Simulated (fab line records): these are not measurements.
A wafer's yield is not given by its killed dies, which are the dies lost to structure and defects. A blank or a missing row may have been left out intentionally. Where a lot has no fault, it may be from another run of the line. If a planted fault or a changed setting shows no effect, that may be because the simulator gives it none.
Matching of chambers -- flow nand_harc -- 4 sister chambers for NHARC_P_GATE_DESCUM_48 on rie_diel-11
The step chemistry O2, time 3 s. 30 wafers are shown with their chamber, then 12 later ones without.

WAFERS WITH THEIR CHAMBER
wafer,chamber,drypump_motor_current_A (A),oes_product_au (a.u.),throttle_valve_pct (%)
L074.1,0,5.67,1.026,11.305
L074.5,1,5.78,0.991,11.320
L074.6,0,5.65,1.026,11.316
L075.2,3,5.12,0.990,11.311
L075.3,2,5.19,0.986,11.303
L075.4,1,5.76,0.990,11.314
L076.1,2,5.23,0.995,11.324
L076.2,3,5.13,1.000,11.299
L076.4,1,5.80,0.987,11.310
L077.2,3,5.12,0.985,11.300
L077.3,2,5.19,0.987,11.311
L077.5,2,5.19,0.993,11.313
L079.2,0,5.61,1.015,11.300
L079.3,2,5.22,0.993,11.311
L079.6,2,5.21,0.994,11.302
L081.2,3,5.11,0.998,11.327
L081.3,2,5.21,0.982,11.298
L081.5,1,5.77,0.987,11.299
L083.2,3,5.11,1.003,11.309
L083.5,3,5.12,0.996,11.319
L083.6,0,5.64,1.017,11.306
L084.1,2,5.21,0.979,11.317
L084.4,3,5.10,0.994,11.311
L084.5,1,5.78,0.997,11.315
L085.2,2,5.20,0.994,11.303
L085.3,0,5.63,1.021,11.307
L085.6,3,5.12,1.009,11.320
L086.3,3,5.11,0.997,11.322
L086.4,0,5.62,0.996,11.304
L086.5,3,5.11,0.993,11.318

SIGNATURES (averages over the wafers above)
reading,chamber 0,chamber 1,chamber 2,chamber 3,scatter within a chamber
drypump_motor_current_A,5.6367,5.7780,5.2056,5.1150,0.0145
oes_product_au,1.01683,0.99040,0.98922,0.99650,0.00728
throttle_valve_pct,11.30633,11.31160,11.30911,11.31360,0.00813
Rule: for a wafer and a chamber, the distance is found by dividing, reading by reading, the gap between the wafer's reading and the chamber's mean by the reading's scatter, squaring, summing and taking the root. If the next closest chamber is less than 2 further off than the closest, the wafer can't be placed; otherwise it belongs to the closest. How the scatter is found: for the shown wafers, subtract from each reading the mean of its chamber, square and add these, divide the total by (wafers less chambers), then take the root.

WAFERS WITHOUT THEIR CHAMBER
wafer,drypump_motor_current_A (A),oes_product_au (a.u.),throttle_valve_pct (%)
L088.1,5.21,0.994,11.302
L088.4,5.63,1.006,11.311
L088.5,5.22,0.977,11.313
L091.2,5.12,0.996,11.307
L091.3,5.61,1.023,11.325
L091.4,5.19,0.999,11.321
L095.2,5.59,1.013,11.307
L095.3,5.78,1.006,11.297
L095.6,5.57,1.016,11.323
L097.2,5.21,0.995,11.299
L097.3,5.61,1.011,11.298
L097.5,5.18,0.991,11.319

EACH ONE'S CHAMBER
wafer,from the rows above,in truth
L088.1,2,2
L088.4,0,0
L088.5,2,2
L091.2,3,3
L091.3,0,0
L091.4,2,2
L095.2,0,0
L095.3,1,1
L095.6,0,0
L097.2,2,2
L097.3,0,0
L097.5,2,2
12 of 12 placed correctly. Not placeable from these rows: 0. Wrongly placed: 0.
